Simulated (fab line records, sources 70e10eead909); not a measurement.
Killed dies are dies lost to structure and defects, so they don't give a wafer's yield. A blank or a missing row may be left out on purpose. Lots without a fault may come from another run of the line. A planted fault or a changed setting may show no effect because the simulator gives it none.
fab line records | flow nand_harc
record lots=11 wafers=33 last_day=24
route steps=1159 shown P_M1@317 P_M2@330 END@1159
lots that met no fault: from a run of the same line without faults
start_h: hours from the record's first day to the start of the lot's first wafer shown | wait_h: hours since the lot's step before | " the same as in the row above | L1.1+2: a row that stands for several wafers | - no value, or no start given | * or withheld: withheld | < > ~ a bound
route shown NAME@n: a module of which the file shows steps, and the number in the route of the first | usual: mean/standard deviation of fault-free wafers | same: alike in all rows | chamber/n: place in a boat | sites: the reading at each site | _std_site: their standard deviation | _edge_site: outer sites' mean less inner sites' | radius_mm: how far each site lies from the wafer's centre | mask NAME#n: copy n | behind: the tool/chamber that last shaped the wafer | hold: why the lot was held/for how many hours/how that ended | device: the transistor (n, p or np) that didn't switch | end of line: the same wafers' tests at the end of the route | a step without rows: its recipe alone | killed: dies lost to structure and defects at the first sort, not the wafer's yield | map: a wafer's dies, x killed, . not, _ none there
set.NAME: the setting as run; set.NAME@STEP: as run at that earlier step | model.NAME: the simulator's own value behind a step, which no gauge read
steps of the route over a sample of lots; a table a step, a row a wafer
services: from which hour (start_h, from the record's first day; less than 0 if before it) a tool's chamber was out of use, for how many hours, and why
## steps
# step NHARC_P_M1_DEP_33
# recipe target_thk_a=300 temp_c=370 target_thk_nm=30 pressure_torr=3 flow_sccm=200 rf_w=450 material=SiCN
# usual heater_power_w=621/79 rf_fwd_power_W=449.0/1.4
# columns lot.wafer tool chamber start_h wait_h heater_power_w rf_fwd_power_W since_wet_clean_h
L872.2 pecvd-04 2 122.30 0.1 504 450.1 95
L872.5 " 0 " " 605 448.9 -
L872.6 " 1 " " 502 450.7 -
L873.1 pecvd-02 1 133.43 0.1 652 448.1 148
L873.6 " 0 " " 597 449.5 -
L873.5 " 1 " " 649 448.4 -
L882.3 pecvd-02 2 181.75 0.1 675 448.0 16
L882.2 " 1 " " 756 450.2 16
L882.5 " 0 " " 618 448.6 -
L883.1 pecvd-03 0 199.52 0.1 724 448.9 75
L883.5 " 1 " " 702 452.4 -
L883.6 " 2 " " 584 448.7 -
L884.3 pecvd-02 0 200.19 0.1 634 448.4 34
L884.1 " 2 " " 623 448.7 34
L884.6 " 1 " " 753 447.8 -
L886.2 pecvd-03 0 216.17 0.1 768 450.6 92
L886.1 " 2 " " 527 447.9 92
L886.4 " 2 " " 534 448.6 -
L887.1 pecvd-02 1 216.83 0.1 638 450.5 51
L887.2 " 0 " " 588 448.6 51
L887.5 " 0 " " 575 448.9 -
L888.1 pecvd-03 2 222.57 0.1 601 451.6 98
L888.3 " 0 " " 744 447.2 98
L888.6 " 1 " " 605 451.4 -
L889.1 pecvd-04 1 231.17 0.1 525 449.2 23
L889.5 " 1 " " 512 448.9 -
L889.6 " 0 " " 630 447.3 -
L890.2 pecvd-04 0 231.84 0.1 526 448.5 23
L890.1 " 1 " " 508 451.1 23
L890.4 " 2 " " 491 449.0 -
L895.3 pecvd-03 0 263.61 0.1 638 449.3 139
L895.1 " 1 " " 672 450.3 140
L895.5 " 0 " " 642 447.6 -
# step NHARC_P_M2_INSPECT_11
# usual raw_defect_count=4.2/2.6
# columns lot.wafer tool chamber start_h wait_h raw_defect_count
L872.2 defect_inspect-02 - 123.46 0.0 3
L872.5 " - " " 1
L872.6 " - " " 3
L873.1 defect_inspect-02 - 134.73 0.0 3
L873.5 " - " " 0
L873.6 " - " " 3
L882.2 defect_inspect-02 - 183.13 0.0 2
L882.3 " - " " 4
L882.5 " - " " 1
L883.1 defect_inspect-01 - 200.67 0.0 2
L883.5 " - " " 2
L883.6 " - " " 5
L884.1 defect_inspect-01 - 201.54 0.0 4
L884.3 " - " " 2
L884.6 " - " " 3
L886.1 defect_inspect-01 - 217.52 0.0 8
L886.2 " - " " 1
L886.4 " - " " 2
L887.1 defect_inspect-02 - 218.20 0.0 5
L887.2 " - " " 1
L887.5 " - " " 0
L888.1 defect_inspect-02 - 223.95 0.0 9
L888.3 " - " " 7
L888.6 " - " " 8
L889.1 defect_inspect-02 - 232.52 0.0 4
L889.5 " - " " 3
L889.6 " - " " 5
L890.1 defect_inspect-01 - 233.11 0.0 12
L890.2 " - " " 8
L890.4 " - " " 10
L895.1 defect_inspect-01 - 264.82 0.0 3
L895.3 " - " " 3
L895.5 " - " " 3
# step NHARC_P_M2_DESCUM_14
# recipe time_s=3 o2_flow_sccm=200 ar_flow_sccm=0 bias_power_w=0 chemistry=O2
# usual drypump_motor_current_A=5.7/0.48 oes_product_au=1.000/0.012 rf_vpp_V=57.9/0.92 showerhead_plenum_p_Torr=1.92/0.073 throttle_valve_pct=11.312/0.0084
# columns lot.wafer tool chamber start_h wait_h drypump_motor_current_A oes_product_au rf_hours_counter_h rf_vpp_V showerhead_plenum_p_Torr throttle_valve_pct
L872.2 rie_diel-03 0 123.52 0.1 5.0 0.978 3 58.8 1.88 11.305
L872.5 " 0 " " 5.0 0.973 - 57.8 1.88 11.321
L872.6 " 1 " " 5.3 0.999 - 58.8 1.91 11.308
L873.1 rie_diel-03 1 134.82 0.1 5.3 0.986 2 57.5 1.92 11.333
L873.6 " 2 " " 5.4 0.994 - 59.8 2.07 11.311
L873.5 " 3 " " 5.7 0.981 - 57.1 1.90 11.310
L882.3 rie_diel-03 1 183.19 0.1 5.3 0.994 4 58.7 1.91 11.310
L882.2 " 0 " " 4.9 0.997 5 58.7 1.88 11.315
L882.5 " 1 " " 5.3 1.009 - 58.7 1.91 11.310
L883.1 rie_diel-03 1 200.74 0.1 5.3 0.994 5 58.4 1.91 11.300
L883.5 " 3 " " 5.7 0.988 - 58.4 1.89 11.308
L883.6 " 0 " " 5.0 0.995 - 56.7 1.88 11.315
L884.3 rie_diel-13 1 201.61 0.1 6.6 1.008 31 58.8 1.90 11.306
L884.1 " 2 " " 5.9 1.030 36 58.7 1.83 11.316
L884.6 " 3 " " 6.2 1.019 - 56.0 1.89 11.309
L886.2 rie_diel-13 3 217.58 0.1 6.2 1.014 41 56.8 1.89 11.311
L886.1 " 0 " " 5.7 1.008 40 58.4 1.92 11.323
L886.4 " 1 " " 6.6 1.016 37 57.9 1.89 11.318
L887.1 rie_diel-13 0 218.26 0.1 5.7 1.007 40 57.6 1.92 11.313
L887.2 " 1 " " 6.6 1.008 37 57.4 1.89 11.305
L887.5 " 0 " " 5.7 1.009 - 57.5 1.92 11.311
L888.3 rie_diel-13 0 224.03 0.1 5.7 0.991 41 58.0 1.92 11.319
L888.1 " 1 " " 6.6 1.000 38 59.1 1.89 11.312
L888.6 " 2 " " 5.9 1.009 - 58.5 1.82 11.300
L889.1 rie_diel-13 1 232.61 0.1 6.6 1.018 40 58.5 1.89 11.316
L889.5 " 2 " " 5.8 1.009 - 56.3 1.82 11.310
L889.6 " 3 " " 6.2 1.005 - 56.3 1.88 11.309
L890.4 rie_diel-13 3 233.17 0.1 6.2 1.008 45 56.9 1.88 11.287
L890.1 " 0 " " 5.7 1.012 44 58.4 1.92 11.299
L890.2 " 2 " " 5.9 1.027 45 56.3 1.82 11.307
L895.3 rie_diel-13 2 264.89 0.1 5.9 1.017 59 58.7 1.82 11.305
L895.1 " 0 " " 5.7 1.013 56 58.4 1.92 11.317
L895.5 " 2 " " 5.8 1.012 - 56.5 1.82 11.308
# step NHARC_P_M2_ETCH_35
# recipe target_depth_a=400 overetch_a=120 time_s=43.94 ion_energy_ev=200 n2_flow_sccm=150 h2_flow_sccm=150 ar_flow_sccm=0 rf_w=400 bias_w=150 chemistry=N2/H2
# usual drypump_motor_current_A=5.7/0.49 oes_product_au=1.002/0.012 rf_fwd_power_W=394.7/1.8 rf_vpp_V=430.7/2.4 run_length_s=65.4/0.42 showerhead_plenum_p_Torr=2.04/0.08 throttle_valve_pct=14.171/0.0092
# columns lot.wafer tool chamber start_h wait_h drypump_motor_current_A oes_product_au rf_fwd_power_W rf_hours_counter_h rf_vpp_V run_length_s showerhead_plenum_p_Torr throttle_valve_pct
L872.2 rie_diel-03 1 123.60 0.1 5.2 0.999 392.8 2 431.2 65.9 2.04 14.172
L872.5 " 1 " " 5.3 0.997 394.2 - 430.9 65.6 2.04 14.172
L872.6 " 2 " " 5.5 0.984 397.1 - 436.2 66.0 2.21 14.168
L873.1 rie_diel-03 2 134.89 0.1 5.5 0.996 396.3 3 434.2 66.0 2.21 14.178
L873.5 " 0 " " 5.0 0.995 393.2 - 428.2 65.3 2.00 14.173
L873.6 " 1 " " 5.3 0.996 393.9 - 430.5 65.7 2.04 14.163
L882.2 rie_diel-03 3 183.28 0.1 5.7 0.985 394.4 5 429.0 65.1 2.02 14.185
L882.3 " 1 " " 5.3 1.007 394.1 4 431.6 65.9 2.04 14.181
L882.5 " 0 " " 5.0 0.997 - - 429.8 52.0 2.00 14.183
L883.1 rie_diel-03 0 200.83 0.1 5.0 0.996 - 6 429.0 51.6 2.00 14.180
L883.5 " 1 " " 5.3 1.008 392.1 - 430.0 66.0 2.04 14.177
L883.6 " 2 " " 5.4 0.996 396.4 - 436.5 65.9 2.21 14.163
L884.1 rie_diel-13 0 201.69 0.1 5.7 1.007 396.3 35 431.4 64.1 2.05 14.188
L884.3 " 1 " " 6.6 1.014 394.1 31 429.1 65.4 2.02 14.168
L884.6 " 2 " " 5.9 1.021 392.5 - 427.2 66.0 1.94 14.178
L886.1 rie_diel-13 0 217.67 0.1 5.7 1.014 396.3 40 430.0 64.6 2.05 14.189
L886.2 " 1 " " 6.6 1.013 392.3 37 430.2 65.0 2.02 14.180
L886.4 " 2 " " 5.8 1.027 393.7 42 429.7 65.6 1.94 14.158
L887.2 rie_diel-13 1 218.35 0.1 6.6 1.013 393.6 37 429.3 64.9 2.02 14.177
L887.1 " 3 " " 6.2 1.009 395.4 41 430.0 65.8 2.01 14.162
L887.5 " 1 " " 6.6 1.007 390.6 - 429.7 65.2 2.02 14.173
L888.3 rie_diel-13 3 224.10 0.1 6.2 1.004 392.4 41 428.9 65.4 2.01 14.170
L888.1 " 1 " " 6.7 1.013 391.8 38 429.6 65.7 2.02 14.164
L888.6 " 2 " " 5.8 1.022 393.5 - 426.8 65.7 1.94 14.166
L889.1 rie_diel-13 3 232.68 0.1 6.2 1.001 396.1 45 428.8 65.8 2.01 14.166
L889.5 " 1 " " 6.6 1.017 395.0 - 429.9 65.4 2.02 14.161
L889.6 " 2 " " 5.8 1.022 392.6 - 428.9 65.3 1.94 14.182
L890.2 rie_diel-13 1 233.31 0.1 6.7 1.023 392.7 40 430.0 65.2 2.02 14.159
L890.4 " 2 " " 5.8 1.019 393.4 45 428.3 65.4 1.94 14.167
L890.1 " 3 " " 6.2 1.004 395.1 45 427.8 65.9 2.01 14.181
L895.3 rie_diel-13 1 264.97 0.1 6.6 1.003 392.5 52 431.4 65.1 2.01 14.164
L895.1 " 2 " " 5.9 1.025 394.2 59 426.7 65.6 1.94 14.180
L895.5 " 1 " " 6.6 1.014 392.9 - 431.0 65.3 2.01 14.174
# step NHARC_END_SORT_01
# recipe temp_c=25
# usual defect_limited_yield=95.4/1.3 killed_at_array=27/8 killed_at_other=0.8/1.2 killed_at_periphery=3.3/2.3 killed_dies=31/8.8 killed_open=3.2/2.1 killed_short=2.1/1.4 sort_bin_2_pct=1.4/0.55 sort_bin_3_pct=0.25/0.2 sort_bin_4_pct=2.9/0.92 sort_n_pass=646/8.8 sort_rim_yield_pct=95.5/2.7 sort_yield_pct=95.4/1.3
# same gross_dies=677 sort_bin_5_pct[%]=0 sort_bin_6_pct[%]=0 sort_bin_7_pct[%]=0 sort_bin_8_pct[%]=0 sort_rim_n_gross=106.00
# columns lot.wafer tool chamber start_h wait_h defect_limited_yield[%] killed_at_array killed_at_other killed_at_periphery killed_dies killed_open killed_short sort_bin_2_pct[%] sort_bin_3_pct[%] sort_bin_4_pct[%] sort_n_pass sort_rim_yield_pct[%] sort_yield_pct[%]
L884.1 prober-01 0 508.45 2.5 95.9 20 3 5 28 4 3 1.2 0.30 2.7 649 100.0 95.9
L884.3 prober-01 0 510.05 3.1 96.0 24 2 1 27 5 1 1.3 0.30 2.4 650 99.1 96.0
L884.6 prober-01 0 512.45 4.0 96.2 20 3 3 26 1 4 0.9 0 3.0 651 92.5 96.2
L888.3 prober-01 0 541.43 3.1 94.5 30 3 4 37 3 2 1.2 0.44 3.8 640 96.2 94.5
L890.1 prober-02 0 550.03 2.5 95.0 27 0 7 34 1 3 1.3 0.30 3.4 643 92.5 95.0
L890.2 prober-02 0 550.81 2.8 94.2 32 0 7 39 8 3 1.6 0.44 3.7 638 95.3 94.2
L890.4 prober-02 0 552.39 3.4 94.2 32 0 7 39 2 1 0.7 0.89 4.1 638 91.5 94.2
L889.1 prober-01 0 557.83 2.5 95.6 28 1 1 30 4 1 1.3 0.44 2.7 647 93.4 95.6
L889.5 prober-01 0 561.06 3.7 95.1 31 0 2 33 6 4 1.3 0.30 3.2 644 92.5 95.1
L889.6 prober-01 0 561.86 4.0 95.3 29 1 2 32 4 1 1.6 0.15 3.0 645 96.2 95.3
L895.1 prober-02 0 581.52 2.5 97.3 14 0 4 18 3 0 0.7 0.15 1.8 659 99.1 97.3
L895.3 prober-02 0 583.10 3.1 95.0 29 3 2 34 2 3 1.0 0.30 3.7 643 96.2 95.0
L895.5 prober-02 0 584.69 3.7 97.0 18 0 2 20 2 4 1.0 0.30 1.6 657 96.2 97.0
# killed by level:class
L884.1 A_SLIT:chamber_film_flake=9 A_CHANNEL_HOLE_D1:chamber_film_flake=4 THIN_TSV:chamber_film_flake=3 P_CONTACT:geometric_particle:open=2 P_STI:chamber_film_flake=2 A_STAIRCASE:chamber_film_flake=2 A_ONON_D1:geometric_particle:short=1 A_WL_FILL:geometric_particle:short=1
L884.3 A_SLIT:chamber_film_flake=13 A_WL_FILL:geometric_particle:open=2 A_M0:geometric_particle:open=2 A_CHANNEL_HOLE_D1:chamber_film_flake=2 A_CONTACT:chamber_film_flake=2 THIN_TSV:chamber_film_flake=2 A_CHANNEL_FILL_D1:geometric_particle:short=1 A_SLIT:geometric_particle:open=1
L884.6 A_SLIT:chamber_film_flake=11 A_STAIRCASE:chamber_film_flake=3 THIN_TSV:chamber_film_flake=3 P_STI:chamber_film_flake=2 A_ONON_D1:geometric_particle:short=1 A_STAIRCASE:geometric_particle:short=1 A_WL_FILL:geometric_particle:short=1 A_WL_FILL:geometric_particle:open=1
L888.3 A_CHANNEL_HOLE_D1:chamber_film_flake=16 P_GATE:chamber_film_flake=3 A_STAIRCASE:chamber_film_flake=3 A_SLIT:chamber_film_flake=3 A_M1:chamber_film_flake=2 A_CONTACT:chamber_film_flake=2 A_SOURCE_PLATE:geometric_particle:short=1 A_ONON_D1:geometric_particle:short=1
L890.1 A_SLIT:chamber_film_flake=13 A_CONTACT:chamber_film_flake=5 A_CHANNEL_HOLE_D1:chamber_film_flake=4 P_ZERO_WELL:chamber_film_flake=3 P_GATE:chamber_film_flake=3 A_ONON_D1:geometric_particle:short=1 A_WL_FILL:geometric_particle:short=1 A_WL_FILL:geometric_particle:open=1
L890.2 A_SLIT:chamber_film_flake=17 P_ZERO_WELL:chamber_film_flake=3 A_CONTACT:geometric_particle:open=2 A_M0:geometric_particle:open=2 P_GATE:chamber_film_flake=2 A_CHANNEL_HOLE_D1:chamber_film_flake=2 A_WL_FILL:chamber_film_flake=2 P_CONTACT:geometric_particle:open=1
L890.4 A_SLIT:chamber_film_flake=15 A_CHANNEL_HOLE_D1:chamber_film_flake=5 A_CONTACT:chamber_film_flake=5 P_ZERO_WELL:chamber_film_flake=4 P_GATE:chamber_film_flake=3 A_STAIRCASE:chamber_film_flake=3 A_CHANNEL_FILL_D1:geometric_particle:short=1 A_WL_FILL:geometric_particle:open=1
L889.1 A_CHANNEL_HOLE_D1:chamber_film_flake=12 A_M0:chamber_film_flake=5 A_STAIRCASE:chamber_film_flake=4 A_WL_FILL:chamber_film_flake=2 P_M0:geometric_particle:open=1 A_ONON_D1:geometric_particle:open=1 A_SGD_CUT:geometric_particle:short=1 A_CONTACT:geometric_particle:open=1
L889.5 A_CHANNEL_HOLE_D1:chamber_film_flake=9 A_CONTACT:geometric_particle:open=4 A_STAIRCASE:chamber_film_flake=4 A_WL_FILL:chamber_film_flake=3 A_ONON_D1:geometric_particle:short=2 A_CONTACT:chamber_film_flake=2 A_M0:chamber_film_flake=2 P_GATE:geometric_particle:open=1
L889.6 A_CHANNEL_HOLE_D1:chamber_film_flake=14 A_M0:chamber_film_flake=5 A_WL_FILL:chamber_film_flake=3 A_STAIRCASE:chamber_film_flake=2 P_STI:geometric_particle:open=1 P_M0:geometric_particle:open=1 A_ONON_D1:geometric_particle:short=1 A_CHANNEL_FILL_D1:geometric_particle:open=1
L895.1 A_CHANNEL_HOLE_D1:chamber_film_flake=9 A_M0:geometric_particle:open=2 P_M2:chamber_film_flake=2 A_M1:geometric_particle:open=1 P_STI:chamber_film_flake=1 P_GATE:chamber_film_flake=1 A_WL_FILL:chamber_film_flake=1 A_CONTACT:chamber_film_flake=1
L895.3 A_CHANNEL_HOLE_D1:chamber_film_flake=10 A_CONTACT:chamber_film_flake=6 A_STAIRCASE:chamber_film_flake=5 A_SLIT:chamber_film_flake=2 A_BLC:chamber_film_flake=2 A_ONON_D1:geometric_particle:short=1 A_M0:geometric_particle:open=1 A_M1:geometric_particle:short=1
L895.5 A_CHANNEL_HOLE_D1:chamber_film_flake=6 A_STAIRCASE:chamber_film_flake=3 A_CONTACT:chamber_film_flake=3 P_M0:geometric_particle:short=2 A_ONON_D1:geometric_particle:open=1 A_ONON_D1:geometric_particle:short=1 A_WL_FILL:geometric_particle:short=1 A_CONTACT:geometric_particle:open=1
## services
# columns tool chamber start_h hours kind
rie_diel-13 - 99.04 9.0 pm
rie_diel-13 0 99.04 9.0 vent_cycle
rie_diel-13 1 99.04 9.0 vent_cycle
rie_diel-13 2 99.04 9.0 vent_cycle
rie_diel-13 3 99.04 9.0 vent_cycle
rie_diel-13 0 108.04 - clean
rie_diel-13 1 108.04 - clean
rie_diel-13 2 108.04 - clean
rie_diel-13 3 108.04 - clean
pecvd-04 - 108.70 2.3 repair
pecvd-03 - 111.19 13.0 pm
rie_diel-13 0 132.60 - clean
rie_diel-13 1 132.60 - clean
rie_diel-13 2 132.60 - clean
rie_diel-13 3 132.60 - clean
pecvd-04 0 136.78 3.8 repair
pecvd-02 - 153.00 13.0 pm
rie_diel-13 1 153.99 7.6 repair
pecvd-04 - 168.56 1.0 repair
pecvd-04 - 195.54 13.0 pm
rie_diel-03 - 215.30 9.0 pm
pecvd-03 - 225.87 0.3 repair
pecvd-04 2 234.84 25.9 repair
pecvd-02 - 260.26 0.9 repair
## key
first_sign step=NHARC_P_M2_ETCH_35 reading=run_length_s direction=down sigmas=32 usual=* struck=*
effect none on later readings
met_at NHARC_P_M2_ETCH_35
struck_lots L882,L883
struck_wafers L882.5,L883.1
not_acting_at NHARC_P_M1_DEP_33,NHARC_P_M2_INSPECT_11,NHARC_P_M2_DESCUM_14
onset_between 134.89 183.28
fault kind=process_parameter_drift tool=rie_diel-03 chamber=0 onset_h=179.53 steps=NHARC_P_M2_ETCH_35 channel=time_s offset=* shape=step end_h=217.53 acts_in=* stated=*
